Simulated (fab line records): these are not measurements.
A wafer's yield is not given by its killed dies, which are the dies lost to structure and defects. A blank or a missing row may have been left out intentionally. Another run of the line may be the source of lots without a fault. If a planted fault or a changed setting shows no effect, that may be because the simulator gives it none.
What tool caused it? || flow n5 finfet || Sampling: 24 lots, 72 wafers, 5 of 1938 route steps

## WHAT THE GAUGES READ, wafer by wafer
N5_BEOL_M6_OVL_MEAS_12. Usual: M6_OVL gives 0.8 nm (standard deviation 0.75).
{"lot": "L075", "measured": "day 8 22:37", "on": "overlay-02", "M6_OVL (nm)": "-0.3 0.1 0.5", "flag": ""}
{"lot": "L074", "measured": "day 9 06:38", "on": "overlay-02", "M6_OVL (nm)": "-0.8 0.2 -0.5", "flag": ""}
{"lot": "L076", "measured": "day 9 06:29", "on": "overlay-02", "M6_OVL (nm)": "1.4 1.5 2.1", "flag": ""}
{"lot": "L077", "measured": "day 9 16:06", "on": "overlay-01", "M6_OVL (nm)": "0.9 1.4 1.5", "flag": ""}
{"lot": "L079", "measured": "day 10 11:58", "on": "overlay-02", "M6_OVL (nm)": "0.6 0.2 0.3", "flag": ""}
{"lot": "L078", "measured": "day 10 13:46", "on": "overlay-02", "M6_OVL (nm)": "1.0 2.4 1.5", "flag": ""}
{"lot": "L080", "measured": "day 10 19:35", "on": "overlay-01", "M6_OVL (nm)": "0.6 0.2 -0.3", "flag": ""}
{"lot": "L082", "measured": "day 10 16:40", "on": "overlay-02", "M6_OVL (nm)": "1.0 0.8 0.5", "flag": ""}
{"lot": "L081", "measured": "day 10 21:47", "on": "overlay-02", "M6_OVL (nm)": "0.7 1.2 -0.9", "flag": ""}
{"lot": "L083", "measured": "day 10 23:49", "on": "overlay-02", "M6_OVL (nm)": "1.5 1.9 2.4", "flag": ""}
{"lot": "L084", "measured": "day 11 02:32", "on": "overlay-01", "M6_OVL (nm)": "1.3 1.4 1.0", "flag": ""}
{"lot": "L085", "measured": "day 11 09:41", "on": "overlay-02", "M6_OVL (nm)": "1.8 1.8 1.3", "flag": ""}
{"lot": "L086", "measured": "day 12 00:34", "on": "overlay-01", "M6_OVL (nm)": "0.5 1.2 0.7", "flag": ""}
{"lot": "L087", "measured": "day 12 03:50", "on": "overlay-02", "M6_OVL (nm)": "-0.5 1.1 1.0", "flag": ""}
{"lot": "L088", "measured": "day 12 10:01", "on": "overlay-02", "M6_OVL (nm)": "1.0 1.2 2.0", "flag": ""}
{"lot": "L089", "measured": "day 12 14:40", "on": "overlay-02", "M6_OVL (nm)": "1.7 0.9 1.2", "flag": ""}
{"lot": "L090", "measured": "day 12 20:26", "on": "overlay-02", "M6_OVL (nm)": "0.4 1.7 0.8", "flag": ""}
{"lot": "L091", "measured": "day 13 00:34", "on": "overlay-01", "M6_OVL (nm)": "2.2 0.9 1.9", "flag": ""}
{"lot": "L092", "measured": "day 13 05:22", "on": "overlay-01", "M6_OVL (nm)": "1.0 0.3 0.3", "flag": ""}
{"lot": "L095", "measured": "day 13 21:56", "on": "overlay-01", "M6_OVL (nm)": "0.4 0.9 0.5", "flag": ""}
{"lot": "L093", "measured": "day 14 00:40", "on": "overlay-01", "M6_OVL (nm)": "1.4 0.6 0.8", "flag": ""}
{"lot": "L094", "measured": "day 14 09:43", "on": "overlay-02", "M6_OVL (nm)": "0.3 -0.2 -0.1", "flag": ""}
{"lot": "L096", "measured": "day 14 13:10", "on": "overlay-02", "M6_OVL (nm)": "-1.1 0.8 -0.1", "flag": ""}
{"lot": "L097", "measured": "day 14 15:01", "on": "overlay-02", "M6_OVL (nm)": "0.3 0.2 -0.1", "flag": ""}

## EACH LOT AND THE TOOL THAT RAN IT (in order: tool; ch and the chambers of the sampled wafers; start)
{"lot": "L075", "N5_BEOL_M4_ALD_84": "ald metal-03 ch 0,3, day 8 05:26", "N5_BEOL_M5_STRIP_36": "rie diel-05 ch 0,2, day 8 13:17", "N5_BEOL_M5_ANNEAL_82": "pvd sputter-01, day 8 16:25", "N5_BEOL_M5_ANNEAL_89": "pvd sputter-01, day 8 18:36"}
{"lot": "L074", "N5_BEOL_M4_ALD_84": "ald metal-03 ch 1,2,3, day 8 08:22", "N5_BEOL_M5_STRIP_36": "rie diel-03 ch 2,3, day 8 19:22", "N5_BEOL_M5_ANNEAL_82": "pvd sputter-01, day 8 23:37", "N5_BEOL_M5_ANNEAL_89": "pvd sputter-01, day 9 01:47"}
{"lot": "L076", "N5_BEOL_M4_ALD_84": "ald metal-01 ch 0,2,3, day 8 08:23", "N5_BEOL_M5_STRIP_36": "rie diel-06 ch 0,3, day 8 19:46", "N5_BEOL_M5_ANNEAL_82": "pvd sputter-02, day 8 23:43", "N5_BEOL_M5_ANNEAL_89": "pvd sputter-02, day 9 01:53"}
{"lot": "L077", "N5_BEOL_M4_ALD_84": "ald metal-04 ch 0,1,3, day 8 19:26", "N5_BEOL_M5_STRIP_36": "rie diel-06 ch 0,1,2, day 9 05:55", "N5_BEOL_M5_ANNEAL_82": "pvd sputter-01, day 9 09:48", "N5_BEOL_M5_ANNEAL_89": "pvd sputter-01, day 9 11:58"}
{"lot": "L079", "N5_BEOL_M4_ALD_84": "ald metal-03 ch 0,1,3, day 9 13:57", "N5_BEOL_M5_STRIP_36": "rie diel-06 ch 0,2,3, day 9 23:51", "N5_BEOL_M5_ANNEAL_82": "pvd sputter-01, day 10 02:33", "N5_BEOL_M5_ANNEAL_89": "pvd sputter-01, day 10 04:52"}
{"lot": "L078", "N5_BEOL_M4_ALD_84": "ald metal-04 ch 0,1,3, day 9 18:20", "N5_BEOL_M5_STRIP_36": "rie diel-03 ch 0,2, day 10 05:22", "N5_BEOL_M5_ANNEAL_82": "pvd sputter-03, day 10 07:53", "N5_BEOL_M5_ANNEAL_89": "pvd sputter-03, day 10 10:03"}
{"lot": "L080", "N5_BEOL_M4_ALD_84": "ald metal-03 ch 0,1,3, day 9 18:46", "N5_BEOL_M5_STRIP_36": "rie diel-03 ch 0,1, day 10 05:45", "N5_BEOL_M5_ANNEAL_82": "pvd sputter-02, day 10 10:28", "N5_BEOL_M5_ANNEAL_89": "pvd sputter-02, day 10 12:38"}
{"lot": "L082", "N5_BEOL_M4_ALD_84": "ald metal-01 ch 0,1, day 9 18:51", "N5_BEOL_M5_STRIP_36": "rie diel-06 ch 0,1, day 10 05:29", "N5_BEOL_M5_ANNEAL_82": "pvd sputter-01, day 10 08:41", "N5_BEOL_M5_ANNEAL_89": "pvd sputter-01, day 10 11:40"}
{"lot": "L081", "N5_BEOL_M4_ALD_84": "ald metal-04 ch 0,2,3, day 9 19:24", "N5_BEOL_M5_STRIP_36": "rie diel-06 ch 0,1, day 10 12:45", "N5_BEOL_M5_ANNEAL_82": "pvd sputter-01, day 10 15:32", "N5_BEOL_M5_ANNEAL_89": "pvd sputter-01, day 10 17:42"}
{"lot": "L083", "N5_BEOL_M4_ALD_84": "ald metal-03 ch 1,2, day 9 22:00", "N5_BEOL_M5_STRIP_36": "rie diel-03 ch 0,1,2, day 10 13:08", "N5_BEOL_M5_ANNEAL_82": "pvd sputter-02, day 10 16:51", "N5_BEOL_M5_ANNEAL_89": "pvd sputter-02, day 10 19:01"}
{"lot": "L084", "N5_BEOL_M4_ALD_84": "ald metal-04 ch 0,3, day 10 01:14", "N5_BEOL_M5_STRIP_36": "rie diel-05 ch 0,3, day 10 14:10", "N5_BEOL_M5_ANNEAL_82": "pvd sputter-03, day 10 17:58", "N5_BEOL_M5_ANNEAL_89": "pvd sputter-03, day 10 20:08"}
{"lot": "L085", "N5_BEOL_M4_ALD_84": "ald metal-01 ch 0,2, day 10 13:46", "N5_BEOL_M5_STRIP_36": "rie diel-05 ch 0,1,3, day 10 23:29", "N5_BEOL_M5_ANNEAL_82": "pvd sputter-02, day 11 03:49", "N5_BEOL_M5_ANNEAL_89": "pvd sputter-02, day 11 05:59"}
{"lot": "L086", "N5_BEOL_M4_ALD_84": "ald metal-04 ch 1,2,3, day 11 03:22", "N5_BEOL_M5_STRIP_36": "rie diel-05 ch 0,1,2, day 11 11:31", "N5_BEOL_M5_ANNEAL_82": "pvd sputter-02, day 11 14:14", "N5_BEOL_M5_ANNEAL_89": "pvd sputter-02, day 11 16:24"}
{"lot": "L087", "N5_BEOL_M4_ALD_84": "ald metal-01 ch 0,2,3, day 11 07:04", "N5_BEOL_M5_STRIP_36": "rie diel-05 ch 0,1,3, day 11 17:20", "N5_BEOL_M5_ANNEAL_82": "pvd sputter-01, day 11 21:20", "N5_BEOL_M5_ANNEAL_89": "pvd sputter-01, day 11 23:31"}
{"lot": "L088", "N5_BEOL_M4_ALD_84": "ald metal-04 ch 1,2,3, day 11 12:53", "N5_BEOL_M5_STRIP_36": "rie diel-06 ch 2,3, day 11 23:57", "N5_BEOL_M5_ANNEAL_82": "pvd sputter-03, day 12 03:20", "N5_BEOL_M5_ANNEAL_89": "pvd sputter-03, day 12 05:30"}
{"lot": "L089", "N5_BEOL_M4_ALD_84": "ald metal-04 ch 0,2,3, day 11 16:34", "N5_BEOL_M5_STRIP_36": "rie diel-05 ch 1,2,3, day 12 03:09", "N5_BEOL_M5_ANNEAL_82": "pvd sputter-03, day 12 07:46", "N5_BEOL_M5_ANNEAL_89": "pvd sputter-03, day 12 09:56"}
{"lot": "L090", "N5_BEOL_M4_ALD_84": "ald metal-01 ch 0,2,3, day 12 00:47", "N5_BEOL_M5_STRIP_36": "rie diel-03 ch 0,2,3, day 12 10:59", "N5_BEOL_M5_ANNEAL_82": "pvd sputter-02, day 12 13:59", "N5_BEOL_M5_ANNEAL_89": "pvd sputter-02, day 12 16:09"}
{"lot": "L091", "N5_BEOL_M4_ALD_84": "ald metal-03 ch 0,1,3, day 12 04:22", "N5_BEOL_M5_STRIP_36": "rie diel-05 ch 0,1,2, day 12 13:34", "N5_BEOL_M5_ANNEAL_82": "pvd sputter-03, day 12 16:22", "N5_BEOL_M5_ANNEAL_89": "pvd sputter-03, day 12 18:32"}
{"lot": "L092", "N5_BEOL_M4_ALD_84": "ald metal-01 ch 0,2,3, day 12 11:14", "N5_BEOL_M5_STRIP_36": "rie diel-06 ch 0,1,2, day 12 19:58", "N5_BEOL_M5_ANNEAL_82": "pvd sputter-01, day 12 22:32", "N5_BEOL_M5_ANNEAL_89": "pvd sputter-01, day 13 00:43"}
{"lot": "L095", "N5_BEOL_M4_ALD_84": "ald metal-03 ch 1,2, day 13 01:38", "N5_BEOL_M5_STRIP_36": "rie diel-05 ch 0,1,3, day 13 11:59", "N5_BEOL_M5_ANNEAL_82": "pvd sputter-01, day 13 14:55", "N5_BEOL_M5_ANNEAL_89": "pvd sputter-01, day 13 17:05"}
{"lot": "L093", "N5_BEOL_M4_ALD_84": "ald metal-01 ch 0,1,2, day 13 05:08", "N5_BEOL_M5_STRIP_36": "rie diel-05 ch 0,1, day 13 13:46", "N5_BEOL_M5_ANNEAL_82": "pvd sputter-02, day 13 17:58", "N5_BEOL_M5_ANNEAL_89": "pvd sputter-02, day 13 20:08"}
{"lot": "L094", "N5_BEOL_M4_ALD_84": "ald metal-01 ch 1,2,3, day 13 09:39", "N5_BEOL_M5_STRIP_36": "rie diel-05 ch 3, day 13 21:50", "N5_BEOL_M5_ANNEAL_82": "pvd sputter-02, day 14 01:20", "N5_BEOL_M5_ANNEAL_89": "pvd sputter-02, day 14 03:30"}
{"lot": "L096", "N5_BEOL_M4_ALD_84": "ald metal-01 ch 0,1,2, day 13 13:47", "N5_BEOL_M5_STRIP_36": "rie diel-06 ch 0,1,2, day 14 01:49", "N5_BEOL_M5_ANNEAL_82": "pvd sputter-01, day 14 05:26", "N5_BEOL_M5_ANNEAL_89": "pvd sputter-01, day 14 07:37"}
{"lot": "L097", "N5_BEOL_M4_ALD_84": "ald metal-04 ch 0,1,3, day 13 17:54", "N5_BEOL_M5_STRIP_36": "rie diel-03 ch 1,2,3, day 14 03:13", "N5_BEOL_M5_ANNEAL_82": "pvd sputter-02, day 14 08:37", "N5_BEOL_M5_ANNEAL_89": "pvd sputter-02, day 14 10:47"}
- N5_BEOL_M4_ALD_84: deposits TaN, pulse time 2 s, purge time 3 s, co reactant purge time 2 s.
- N5_BEOL_M5_STRIP_36: strips in N2/H2.
- N5_BEOL_M5_ANNEAL_82: time 1800 s.
- N5_BEOL_M5_ANNEAL_89: time 1800 s.

## WHAT THE TOOLS THEMSELVES READ (means of the sampled wafers that have a number; where no wafer has one, the mark that the record gives instead)
N5_BEOL_M4_ALD_84. Usual: heater power w 408 W, standard deviation 58; precursor vessel carrier sccm 1000.0 sccm, standard deviation 2.8.
{"lot": "L075", "tool": "ald metal-03", "heater power w (W)": 378, "precursor vessel carrier sccm (sccm)": 1002.3, "flag": ""}
{"lot": "L074", "tool": "ald metal-03", "heater power w (W)": 371, "precursor vessel carrier sccm (sccm)": 1001.2, "flag": ""}
{"lot": "L076", "tool": "ald metal-01", "heater power w (W)": 387, "precursor vessel carrier sccm (sccm)": 999.7, "flag": ""}
{"lot": "L077", "tool": "ald metal-04", "heater power w (W)": 449, "precursor vessel carrier sccm (sccm)": 999.0, "flag": ""}
{"lot": "L079", "tool": "ald metal-03", "heater power w (W)": 385, "precursor vessel carrier sccm (sccm)": 999.9, "flag": ""}
{"lot": "L078", "tool": "ald metal-04", "heater power w (W)": 458, "precursor vessel carrier sccm (sccm)": 998.3, "flag": ""}
{"lot": "L080", "tool": "ald metal-03", "heater power w (W)": 385, "precursor vessel carrier sccm (sccm)": 998.6, "flag": ""}
{"lot": "L082", "tool": "ald metal-01", "heater power w (W)": 440, "precursor vessel carrier sccm (sccm)": 1000.6, "flag": ""}
{"lot": "L081", "tool": "ald metal-04", "heater power w (W)": 474, "precursor vessel carrier sccm (sccm)": 1002.6, "flag": ""}
{"lot": "L083", "tool": "ald metal-03", "heater power w (W)": 338, "precursor vessel carrier sccm (sccm)": 1001.7, "flag": ""}
{"lot": "L084", "tool": "ald metal-04", "heater power w (W)": 465, "precursor vessel carrier sccm (sccm)": 1000.3, "flag": ""}
{"lot": "L085", "tool": "ald metal-01", "heater power w (W)": 433, "precursor vessel carrier sccm (sccm)": 1000.1, "flag": ""}
{"lot": "L086", "tool": "ald metal-04", "heater power w (W)": 479, "precursor vessel carrier sccm (sccm)": 999.9, "flag": ""}
{"lot": "L087", "tool": "ald metal-01", "heater power w (W)": 386, "precursor vessel carrier sccm (sccm)": 1002.8, "flag": ""}
{"lot": "L088", "tool": "ald metal-04", "heater power w (W)": 472, "precursor vessel carrier sccm (sccm)": 1000.7, "flag": ""}
{"lot": "L089", "tool": "ald metal-04", "heater power w (W)": 475, "precursor vessel carrier sccm (sccm)": 998.8, "flag": ""}
{"lot": "L090", "tool": "ald metal-01", "heater power w (W)": 387, "precursor vessel carrier sccm (sccm)": 1000.1, "flag": ""}
{"lot": "L091", "tool": "ald metal-03", "heater power w (W)": 389, "precursor vessel carrier sccm (sccm)": 999.8, "flag": ""}
{"lot": "L092", "tool": "ald metal-01", "heater power w (W)": 393, "precursor vessel carrier sccm (sccm)": 998.6, "flag": ""}
{"lot": "L095", "tool": "ald metal-03", "heater power w (W)": 344, "precursor vessel carrier sccm (sccm)": 998.6, "flag": ""}
{"lot": "L093", "tool": "ald metal-01", "heater power w (W)": 420, "precursor vessel carrier sccm (sccm)": 996.3, "flag": ""}
{"lot": "L094", "tool": "ald metal-01", "heater power w (W)": 372, "precursor vessel carrier sccm (sccm)": 1001.1, "flag": ""}
{"lot": "L096", "tool": "ald metal-01", "heater power w (W)": 416, "precursor vessel carrier sccm (sccm)": 1000.4, "flag": ""}
{"lot": "L097", "tool": "ald metal-04", "heater power w (W)": 454, "precursor vessel carrier sccm (sccm)": 999.9, "flag": ""}

N5_BEOL_M5_STRIP_36. Usual: drypump motor current A 5.38 A, standard deviation 0.27; n2 flow sccm 199.9 sccm, standard deviation 0.7; oes product au 0.80 a.u., standard deviation 0.11; rf vpp V 59.3 V, standard deviation 1.4; showerhead plenum p Torr 2.56 Torr, standard deviation 0.064; throttle valve pct 23.7 %, standard deviation 0.36.
{"lot": "L075", "tool": "rie diel-05", "drypump motor current A (A)": 5.26, "n2 flow sccm (sccm)": 199.4, "oes product au (a.u.)": 0.77, "rf vpp V (V)": 60.2, "showerhead plenum p Torr (Torr)": 2.62, "throttle valve pct (%)": 23.9, "flag": ""}
{"lot": "L074", "tool": "rie diel-03", "drypump motor current A (A)": 5.19, "n2 flow sccm (sccm)": 199.3, "oes product au (a.u.)": 0.68, "rf vpp V (V)": 58.4, "showerhead plenum p Torr (Torr)": 2.58, "throttle valve pct (%)": 24.0, "flag": ""}
{"lot": "L076", "tool": "rie diel-06", "drypump motor current A (A)": 5.17, "n2 flow sccm (sccm)": 200.5, "oes product au (a.u.)": 0.73, "rf vpp V (V)": 59.7, "showerhead plenum p Torr (Torr)": 2.63, "throttle valve pct (%)": 23.8, "flag": ""}
{"lot": "L077", "tool": "rie diel-06", "drypump motor current A (A)": 5.47, "n2 flow sccm (sccm)": 199.8, "oes product au (a.u.)": 0.81, "rf vpp V (V)": 59.8, "showerhead plenum p Torr (Torr)": 2.60, "throttle valve pct (%)": 23.8, "flag": ""}
{"lot": "L079", "tool": "rie diel-06", "drypump motor current A (A)": 5.45, "n2 flow sccm (sccm)": 199.7, "oes product au (a.u.)": 0.71, "rf vpp V (V)": 59.5, "showerhead plenum p Torr (Torr)": 2.58, "throttle valve pct (%)": 24.1, "flag": ""}
{"lot": "L078", "tool": "rie diel-03", "drypump motor current A (A)": 5.52, "n2 flow sccm (sccm)": 199.9, "oes product au (a.u.)": 0.69, "rf vpp V (V)": 60.2, "showerhead plenum p Torr (Torr)": 2.50, "throttle valve pct (%)": 23.7, "flag": ""}
{"lot": "L080", "tool": "rie diel-03", "drypump motor current A (A)": 5.50, "n2 flow sccm (sccm)": 200.5, "oes product au (a.u.)": 0.77, "rf vpp V (V)": 60.2, "showerhead plenum p Torr (Torr)": 2.62, "throttle valve pct (%)": 23.3, "flag": ""}
{"lot": "L082", "tool": "rie diel-06", "drypump motor current A (A)": 5.21, "n2 flow sccm (sccm)": 199.5, "oes product au (a.u.)": 0.80, "rf vpp V (V)": 58.5, "showerhead plenum p Torr (Torr)": 2.64, "throttle valve pct (%)": 23.6, "flag": ""}
{"lot": "L081", "tool": "rie diel-06", "drypump motor current A (A)": 5.21, "n2 flow sccm (sccm)": 200.3, "oes product au (a.u.)": 0.79, "rf vpp V (V)": 59.4, "showerhead plenum p Torr (Torr)": 2.64, "throttle valve pct (%)": 23.6, "flag": ""}
{"lot": "L083", "tool": "rie diel-03", "drypump motor current A (A)": 5.49, "n2 flow sccm (sccm)": 199.3, "oes product au (a.u.)": 0.72, "rf vpp V (V)": 60.1, "showerhead plenum p Torr (Torr)": 2.56, "throttle valve pct (%)": 23.5, "flag": ""}
{"lot": "L084", "tool": "rie diel-05", "drypump motor current A (A)": 5.23, "n2 flow sccm (sccm)": 201.0, "oes product au (a.u.)": 0.81, "rf vpp V (V)": 59.2, "showerhead plenum p Torr (Torr)": 2.55, "throttle valve pct (%)": 23.8, "flag": ""}
{"lot": "L085", "tool": "rie diel-05", "drypump motor current A (A)": 5.26, "n2 flow sccm (sccm)": 198.9, "oes product au (a.u.)": 0.87, "rf vpp V (V)": 58.8, "showerhead plenum p Torr (Torr)": 2.54, "throttle valve pct (%)": 23.6, "flag": ""}
{"lot": "L086", "tool": "rie diel-05", "drypump motor current A (A)": 5.38, "n2 flow sccm (sccm)": 199.8, "oes product au (a.u.)": 0.92, "rf vpp V (V)": 60.9, "showerhead plenum p Torr (Torr)": 2.56, "throttle valve pct (%)": 23.5, "flag": ""}
{"lot": "L087", "tool": "rie diel-05", "drypump motor current A (A)": 5.28, "n2 flow sccm (sccm)": 199.7, "oes product au (a.u.)": 0.86, "rf vpp V (V)": 59.7, "showerhead plenum p Torr (Torr)": 2.54, "throttle valve pct (%)": 23.6, "flag": ""}
{"lot": "L088", "tool": "rie diel-06", "drypump motor current A (A)": 5.72, "n2 flow sccm (sccm)": 199.9, "oes product au (a.u.)": 0.71, "rf vpp V (V)": 59.6, "showerhead plenum p Torr (Torr)": 2.54, "throttle valve pct (%)": 24.3, "flag": ""}
{"lot": "L089", "tool": "rie diel-05", "drypump motor current A (A)": 5.48, "n2 flow sccm (sccm)": 200.1, "oes product au (a.u.)": 0.82, "rf vpp V (V)": 58.5, "showerhead plenum p Torr (Torr)": 2.52, "throttle valve pct (%)": 23.6, "flag": ""}
{"lot": "L090", "tool": "rie diel-03", "drypump motor current A (A)": 5.46, "n2 flow sccm (sccm)": 200.8, "oes product au (a.u.)": 0.86, "rf vpp V (V)": 59.5, "showerhead plenum p Torr (Torr)": 2.54, "throttle valve pct (%)": 23.5, "flag": ""}
{"lot": "L091", "tool": "rie diel-05", "drypump motor current A (A)": 5.39, "n2 flow sccm (sccm)": 199.9, "oes product au (a.u.)": 0.90, "rf vpp V (V)": 60.6, "showerhead plenum p Torr (Torr)": 2.56, "throttle valve pct (%)": 23.6, "flag": ""}
{"lot": "L092", "tool": "rie diel-06", "drypump motor current A (A)": 5.46, "n2 flow sccm (sccm)": 199.5, "oes product au (a.u.)": 0.78, "rf vpp V (V)": 58.5, "showerhead plenum p Torr (Torr)": 2.59, "throttle valve pct (%)": 23.8, "flag": ""}
{"lot": "L095", "tool": "rie diel-05", "drypump motor current A (A)": 5.28, "n2 flow sccm (sccm)": 200.0, "oes product au (a.u.)": 0.84, "rf vpp V (V)": 57.1, "showerhead plenum p Torr (Torr)": 2.53, "throttle valve pct (%)": 23.7, "flag": ""}
{"lot": "L093", "tool": "rie diel-05", "drypump motor current A (A)": 5.33, "n2 flow sccm (sccm)": 199.5, "oes product au (a.u.)": 0.89, "rf vpp V (V)": 60.4, "showerhead plenum p Torr (Torr)": 2.52, "throttle valve pct (%)": 23.4, "flag": ""}
{"lot": "L094", "tool": "rie diel-05", "drypump motor current A (A)": 5.33, "n2 flow sccm (sccm)": 200.0, "oes product au (a.u.)": 0.71, "rf vpp V (V)": 58.8, "showerhead plenum p Torr (Torr)": 2.51, "throttle valve pct (%)": 23.9, "flag": ""}
{"lot": "L096", "tool": "rie diel-06", "drypump motor current A (A)": 5.49, "n2 flow sccm (sccm)": 200.4, "oes product au (a.u.)": 0.77, "rf vpp V (V)": 59.6, "showerhead plenum p Torr (Torr)": 2.59, "throttle valve pct (%)": 23.8, "flag": ""}
{"lot": "L097", "tool": "rie diel-03", "drypump motor current A (A)": 5.23, "n2 flow sccm (sccm)": 200.6, "oes product au (a.u.)": 0.87, "rf vpp V (V)": 59.6, "showerhead plenum p Torr (Torr)": 2.58, "throttle valve pct (%)": 23.6, "flag": ""}

N5_BEOL_M5_ANNEAL_82. Usual: heater power w 845 W, standard deviation 79.
{"lot": "L075", "tool": "pvd sputter-01", "heater power w (W)": 831, "flag": ""}
{"lot": "L074", "tool": "pvd sputter-01", "heater power w (W)": 834, "flag": ""}
{"lot": "L076", "tool": "pvd sputter-02", "heater power w (W)": 947, "flag": ""}
{"lot": "L077", "tool": "pvd sputter-01", "heater power w (W)": 860, "flag": ""}
{"lot": "L079", "tool": "pvd sputter-01", "heater power w (W)": 842, "flag": ""}
{"lot": "L078", "tool": "pvd sputter-03", "heater power w (W)": 876, "flag": ""}
{"lot": "L080", "tool": "pvd sputter-02", "heater power w (W)": 864, "flag": ""}
{"lot": "L082", "tool": "pvd sputter-01", "heater power w (W)": 823, "flag": ""}
{"lot": "L081", "tool": "pvd sputter-01", "heater power w (W)": 794, "flag": ""}
{"lot": "L083", "tool": "pvd sputter-02", "heater power w (W)": 911, "flag": ""}
{"lot": "L084", "tool": "pvd sputter-03", "heater power w (W)": 768, "flag": ""}
{"lot": "L085", "tool": "pvd sputter-02", "heater power w (W)": 851, "flag": ""}
{"lot": "L086", "tool": "pvd sputter-02", "heater power w (W)": 956, "flag": ""}
{"lot": "L087", "tool": "pvd sputter-01", "heater power w (W)": 801, "flag": ""}
{"lot": "L088", "tool": "pvd sputter-03", "heater power w (W)": 805, "flag": ""}
{"lot": "L089", "tool": "pvd sputter-03", "heater power w (W)": 808, "flag": ""}
{"lot": "L090", "tool": "pvd sputter-02", "heater power w (W)": 841, "flag": ""}
{"lot": "L091", "tool": "pvd sputter-03", "heater power w (W)": 793, "flag": ""}
{"lot": "L092", "tool": "pvd sputter-01", "heater power w (W)": 797, "flag": ""}
{"lot": "L095", "tool": "pvd sputter-01", "heater power w (W)": 838, "flag": ""}
{"lot": "L093", "tool": "pvd sputter-02", "heater power w (W)": 883, "flag": ""}
{"lot": "L094", "tool": "pvd sputter-02", "heater power w (W)": 892, "flag": ""}
{"lot": "L096", "tool": "pvd sputter-01", "heater power w (W)": 824, "flag": ""}
{"lot": "L097", "tool": "pvd sputter-02", "heater power w (W)": 894, "flag": ""}

N5_BEOL_M5_ANNEAL_89. Usual: heater power w 845 W, standard deviation 80.
{"lot": "L075", "tool": "pvd sputter-01", "heater power w (W)": 831, "flag": ""}
{"lot": "L074", "tool": "pvd sputter-01", "heater power w (W)": 820, "flag": ""}
{"lot": "L076", "tool": "pvd sputter-02", "heater power w (W)": 957, "flag": ""}
{"lot": "L077", "tool": "pvd sputter-01", "heater power w (W)": 858, "flag": ""}
{"lot": "L079", "tool": "pvd sputter-01", "heater power w (W)": 829, "flag": ""}
{"lot": "L078", "tool": "pvd sputter-03", "heater power w (W)": 860, "flag": ""}
{"lot": "L080", "tool": "pvd sputter-02", "heater power w (W)": 858, "flag": ""}
{"lot": "L082", "tool": "pvd sputter-01", "heater power w (W)": 830, "flag": ""}
{"lot": "L081", "tool": "pvd sputter-01", "heater power w (W)": 791, "flag": ""}
{"lot": "L083", "tool": "pvd sputter-02", "heater power w (W)": 911, "flag": ""}
{"lot": "L084", "tool": "pvd sputter-03", "heater power w (W)": 761, "flag": ""}
{"lot": "L085", "tool": "pvd sputter-02", "heater power w (W)": 846, "flag": ""}
{"lot": "L086", "tool": "pvd sputter-02", "heater power w (W)": 966, "flag": ""}
{"lot": "L087", "tool": "pvd sputter-01", "heater power w (W)": 799, "flag": ""}
{"lot": "L088", "tool": "pvd sputter-03", "heater power w (W)": 809, "flag": ""}
{"lot": "L089", "tool": "pvd sputter-03", "heater power w (W)": 810, "flag": ""}
{"lot": "L090", "tool": "pvd sputter-02", "heater power w (W)": 837, "flag": ""}
{"lot": "L091", "tool": "pvd sputter-03", "heater power w (W)": 796, "flag": ""}
{"lot": "L092", "tool": "pvd sputter-01", "heater power w (W)": 794, "flag": ""}
{"lot": "L095", "tool": "pvd sputter-01", "heater power w (W)": 826, "flag": ""}
{"lot": "L093", "tool": "pvd sputter-02", "heater power w (W)": 895, "flag": ""}
{"lot": "L094", "tool": "pvd sputter-02", "heater power w (W)": 889, "flag": ""}
{"lot": "L096", "tool": "pvd sputter-01", "heater power w (W)": 830, "flag": ""}
{"lot": "L097", "tool": "pvd sputter-02", "heater power w (W)": 915, "flag": ""}

## THE ANSWER, worked out from the rows above alone
Rule: take the mean of a lot's wafers that have a number; if it is more than 3 standard deviations from the usual mean, the lot is off. A lot without any number at a reading at which 4 lots or more have one is off too. Any other lot the step has rows for is counted as sound. First the gauges in route order, then the tools' own readings, where a lot's mean is used as printed above. At the first step where some lot is off, the reading lying furthest off is the one used; lots without a number count as furthest.
Nothing can be told from this: no lot is off at any reading shown.

## WHAT THE SIMULATOR PUT IN
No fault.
